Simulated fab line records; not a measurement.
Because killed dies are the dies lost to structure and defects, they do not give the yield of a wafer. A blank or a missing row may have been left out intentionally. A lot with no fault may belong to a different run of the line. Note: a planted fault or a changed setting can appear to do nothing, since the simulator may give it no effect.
Which of the tools did it? ; flow n5Finfet ; Sampling: 10 lots, 28 wafers, 5 of 1938 route steps

WHAT EACH GAUGE READ, for each wafer
N5_BEOL_M7_INSPECT_58: inspects for defects (darkfield).
lot;measured;on;rawDefectCount
L115;day 10 14:48;defectInspect-02;55 66 85
L117;day 11 01:22;defectInspect-01;66 60 66
L116;day 11 04:52;defectInspect-02;63 104 84
L118;day 11 05:07;defectInspect-02;72 76 83
L120;day 11 10:36;defectInspect-02;101 50
L119;day 11 22:35;defectInspect-01;55 34
L127;day 13 11:06;defectInspect-02;81 69 95
L128;day 13 11:44;defectInspect-01;34 60 48
L129;day 14 02:19;defectInspect-02;79 131 90
L133;day 15 02:53;defectInspect-02;105 77 70

WHAT TOOL EACH LOT RAN ON (gives the tool, then ch and the chambers of the sampled wafers, and finally the start)
lot;N5_BEOL_M7_VIA_ETCH_34;N5_BEOL_M7_DEGAS_44;N5_BEOL_M7_CVD_78;N5_BEOL_M7_CMP_52
L115;rieDiel-06 ch 1,2,3, day 10 07:49;pvdSputter-01, day 10 09:10;cvdCo-02 ch 0,1,2, day 10 09:36;cmp-03 ch 0,1,3, day 10 14:23
L117;rieDiel-06 ch 2,3, day 10 17:42;pvdSputter-02, day 10 18:34;cvdCo-02 ch 0,1, day 10 19:15;cmp-02 ch 0,3, day 11 00:56
L116;rieDiel-06 ch 0,1,2, day 11 01:29;pvdSputter-02, day 11 02:22;cvdCo-01 ch 0,1,2, day 11 03:02;cmp-03 ch 0,1,2, day 11 04:26
L118;rieDiel-01 ch 1,2,3, day 11 02:05;pvdSputter-02, day 11 03:02;cvdCo-02 ch 0,1, day 11 03:40;cmp-02 ch 1,3, day 11 04:42
L120;rieDiel-01 ch 1,3, day 11 07:29;pvdSputter-01, day 11 08:21;cvdCo-01 ch 0, day 11 08:49;cmp-03 ch 0,2, day 11 10:14
L119;rieDiel-04 ch 0,2, day 11 18:49;pvdSputter-01, day 11 19:45;cvdCo-02 ch 0,1, day 11 20:32;cmp-02 ch 0,3, day 11 22:10
L127;rieDiel-06 ch 0,1,3, day 13 06:30;pvdSputter-01, day 13 08:52;cvdCo-02 ch 0,2, day 13 09:31;cmp-02 ch 0,1,2, day 13 10:41
L128;rieDiel-04 ch 0,2,3, day 13 08:35;pvdSputter-01, day 13 09:27;cvdCo-01 ch 0,1, day 13 10:12;cmp-04 ch 2,3, day 13 11:17
L129;rieDiel-01 ch 1,2,3, day 13 21:54;pvdSputter-01, day 13 22:40;cvdCo-02 ch 0,1,2, day 14 00:41;cmp-03 ch 1,2, day 14 01:54
L133;rieDiel-01 ch 0,1,3, day 14 22:59;pvdSputter-03, day 15 00:36;cvdCo-02 ch 0,2, day 15 01:31;cmp-02 ch 1,2, day 15 02:29
- N5_BEOL_M7_VIA_ETCH_34: etches SiCOH lowk in C4F6/O2, target depth 125.5 nm, time 50.5 s.
- N5_BEOL_M7_DEGAS_44: time 60 s.
- N5_BEOL_M7_CVD_78: deposits Co from CCTBA/H2, target thk 2 nm, time 142.3 s.
- N5_BEOL_M7_CMP_52: polishes, stops on SiCOH lowk, t overpolish 6.9 s, target thk 80 nm.

WHAT THE TOOLS THEMSELVES READ (means of the sampled wafers that have a number; where no wafer has one, the mark that the record gives instead)
N5_BEOL_M7_VIA_ETCH_34.
lot;tool;drypumpMotorCurrentA (A);oes_f_703_au (a.u.);oesProductAu (a.u.);rfFwdPowerW (W);rfVppV (V);showerheadPlenumPTorr (Torr);throttleValvePct (%)
L115;rieDiel-06;5.5;0.80;0.80;340.3;666;2.81;20.82
L117;rieDiel-06;5.3;0.85;0.84;342.3;663;2.94;20.82
L116;rieDiel-06;5.3;0.79;0.79;341.1;666;2.85;20.83
L118;rieDiel-01;5.8;0.72;0.73;342.6;672;2.88;21.02
L120;rieDiel-01;6.2;0.72;0.71;342.1;676;2.82;20.96
L119;rieDiel-04;5.7;0.77;0.77;340.6;666;2.91;20.88
L127;rieDiel-06;5.8;0.80;0.79;341.2;664;2.77;20.84
L128;rieDiel-04;5.7;0.81;0.81;343.5;665;2.90;20.77
L129;rieDiel-01;5.8;0.79;0.80;342.6;673;2.87;20.94
L133;rieDiel-01;6.2;0.76;0.78;340.8;670;2.77;20.96

N5_BEOL_M7_DEGAS_44.
lot;tool;heaterPowerW (W)
L115;pvdSputter-01;310
L117;pvdSputter-02;327
L116;pvdSputter-02;302
L118;pvdSputter-02;348
L120;pvdSputter-01;331
L119;pvdSputter-01;374
L127;pvdSputter-01;360
L128;pvdSputter-01;345
L129;pvdSputter-01;338
L133;pvdSputter-03;354

N5_BEOL_M7_CMP_52.
lot;tool;barrierFieldEndpointS (s);clearingPlatenDownForcePsi (psi);edgeZonePressureFrac;motorCurrentA (A);overpolishRunS (s);platenRpm (rpm);timeToEndpointS (s)
L115;cmp-03;29.4;1.501;1.000;6.5;6.904;50.02;64
L117;cmp-02;28.5;1.500;0.998;6.0;6.900;50.00;59
L116;cmp-03;29.4;1.498;1.003;6.1;6.903;50.00;63
L118;cmp-02;27.9;1.503;0.997;5.7;6.903;50.00;58
L120;cmp-03;32.0;1.506;1.006;5.8;6.903;49.98;64
L119;cmp-02;31.3;1.501;1.000;6.1;6.890;49.97;60
L127;cmp-02;29.2;1.498;1.000;6.1;6.898;49.98;62
L128;cmp-04;29.3;1.503;1.001;6.1;6.904;49.96;60
L129;cmp-03;28.8;1.501;1.001;6.4;6.896;50.01;61
L133;cmp-02;29.5;1.498;1.002;5.9;6.889;50.02;63

THE ANSWER, worked out from the rows above alone
Rule: what is usual is taken from the lots themselves. Put in order of their means at a reading, lots are off if they are a third of the lots or fewer, leave a main group of 4 or more, and stand apart from it by a gap of 3 or more times the standard deviation of the main group's means; of several such gaps the widest counts. The tables above print the reading to a certain number of digits; a main group whose means all agree to those digits is not used. A lot without any number at a reading at which 4 lots or more have one is off too. Any other lot the step has rows for is counted as sound. First the gauges in route order, then the tools' own readings, where a lot's mean is used as printed above. At the first step where some lot is off, the reading lying furthest off is the one used; lots without a number count as furthest.
Off, at N5_BEOL_M7_CMP_52 on barrierFieldEndpointS: L120, L119. Mean 29.0 s and standard deviation 0.52 in the main group.
A tool fits if, at that step or a process step before it, it ran every lot that is off, and no sound lot after the first of them. None of those tried fits.

WHAT THE SIMULATOR HAD PUT IN
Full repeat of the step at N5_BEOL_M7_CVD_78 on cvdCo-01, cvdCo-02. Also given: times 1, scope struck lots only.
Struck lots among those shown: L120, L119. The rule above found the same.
